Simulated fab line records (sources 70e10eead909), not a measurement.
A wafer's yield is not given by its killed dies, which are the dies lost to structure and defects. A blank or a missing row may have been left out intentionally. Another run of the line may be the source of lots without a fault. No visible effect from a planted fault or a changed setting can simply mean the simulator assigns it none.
Matching of chambers | flow nand-harc | pecvd-04 running NHARC_P_M1_PRE_CLEAN_32: 3 sister chambers
The step time 12 s. 6 wafers are shown with their chamber, then 8 later ones without.

== WAFERS PAIRED WITH THEIR CHAMBERS ==
wafer  | chamber | heater-power-w (W)
L080.2 | 1       | 696
L082.5 | 0       | 570
L084.1 | 1       | 598
L084.2 | 0       | 577
L084.6 | 2       | 669
L084.3 | 2       | 666

== WAFERS WHOSE CHAMBER IS MISSING ==
wafer  | heater-power-w (W)
L084.4 | 577
L084.5 | 584
L095.1 | 632
L095.2 | 707
L095.5 | 506
L097.1 | 683
L097.2 | 674
L097.4 | 681

== CHAMBER TAKEN BY EACH ==
wafer  | from the rows above          | in truth
L084.4 | can't be placed: 0 or 1      | 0
L084.5 | can't be placed: 0 or 1 or 2 | 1
L095.1 | can't be placed: 1 or 2 or 0 | 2
L095.2 | can't be placed: 2 or 1      | 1
L095.5 | can't be placed: 0 or 1      | 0
L097.1 | can't be placed: 2 or 1      | 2
L097.2 | can't be placed: 2 or 1      | 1
L097.4 | can't be placed: 2 or 1      | 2
Correct placement for 0 of the 8. Cannot be placed on the basis of these rows: 8; the candidates contain the true chamber in 8. 0 placed wrongly.
How it was worked out, from the rows above alone: a wafer's distance from a chamber is the root of the sum, over the readings, of the square of ((its reading less the chamber's mean) divided by the reading's scatter). The wafer belongs to the nearest chamber; if the next one is less than 2 further off, it can't be placed. For every chamber, the mean is computed from those of its wafers that are shown. How the scatter is found: for the shown wafers, subtract from each reading the mean of its chamber, square and add these, divide the total by (wafers less chambers), then take the root.
